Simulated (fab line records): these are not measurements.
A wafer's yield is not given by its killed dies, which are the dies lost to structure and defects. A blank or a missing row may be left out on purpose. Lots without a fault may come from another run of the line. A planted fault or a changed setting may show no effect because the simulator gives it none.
Which tool is to blame? ; flow n5-finfet ; 11 lots, 32 wafers sampled, at 2 steps of a route of 1938

WHAT THE GAUGES SHOWED, per wafer
N5_BEOL_M15_THK_MEAS_50: measures by xrf.
lot;measured;on;M15_THK (nm)
L748;day 11 01:19;film-metro-01;823 848 859
L749;day 11 15:58;film-metro-01;844 848 848
L751;day 11 16:08;film-metro-01;872 855 854
L750;day 12 06:29;film-metro-01;855 876 857
L754;day 12 13:40;film-metro-01;827 849 824
L753;day 12 16:35;film-metro-01;834 816
L755;day 13 12:43;film-metro-01;856 843 879
L762;day 15 04:23;film-metro-01;866 890 886
L764;day 15 14:36;film-metro-01;851 838 884
L766;day 16 04:09;film-metro-02;844 874 885
L770;day 17 03:47;film-metro-01;879 861 882

WHICH TOOL RAN EACH LOT (tool, then ch and the chambers of the sampled wafers, then the start)
lot;N5_BEOL_M15_CMP_49
L748;cmp-04 ch 1,3, day 11 01:03
L749;cmp-04 ch 0,2,3, day 11 15:40
L751;cmp-03 ch 0,2,3, day 11 15:50
L750;cmp-04 ch 0,1,3, day 12 06:13
L754;cmp-01 ch 0,2,3, day 12 13:25
L753;cmp-04 ch 2,3, day 12 16:24
L755;cmp-03 ch 0,3, day 13 12:25
L762;cmp-04 ch 0,1,2, day 15 04:07
L764;cmp-04 ch 1,2, day 15 14:19
L766;cmp-04 ch 0,1,3, day 16 03:52
L770;cmp-01 ch 0,1, day 17 03:29
- N5_BEOL_M15_CMP_49: polishes, stops on SiO2, t overpolish 4.9 s, target thk 850 nm.

THE ANSWER, worked out from the rows above alone
Rule: the lots themselves supply what counts as usual. Put in order of their means at a reading, lots are off if they are a third of the lots or fewer, leave a main group of 4 or more, and stand apart from it by a gap of 3 or more times the standard deviation of the main group's means; of several such gaps the widest counts. Not used: any main group whose means are identical at the precision the tables above print for the reading. A lot without any number at a reading at which 4 lots or more have one is off too. Any other lot the step has rows for is counted as sound.
No lot is off on any of the readings shown, so nothing can be concluded from this.

WHAT THE SIMULATOR HAD PUT IN
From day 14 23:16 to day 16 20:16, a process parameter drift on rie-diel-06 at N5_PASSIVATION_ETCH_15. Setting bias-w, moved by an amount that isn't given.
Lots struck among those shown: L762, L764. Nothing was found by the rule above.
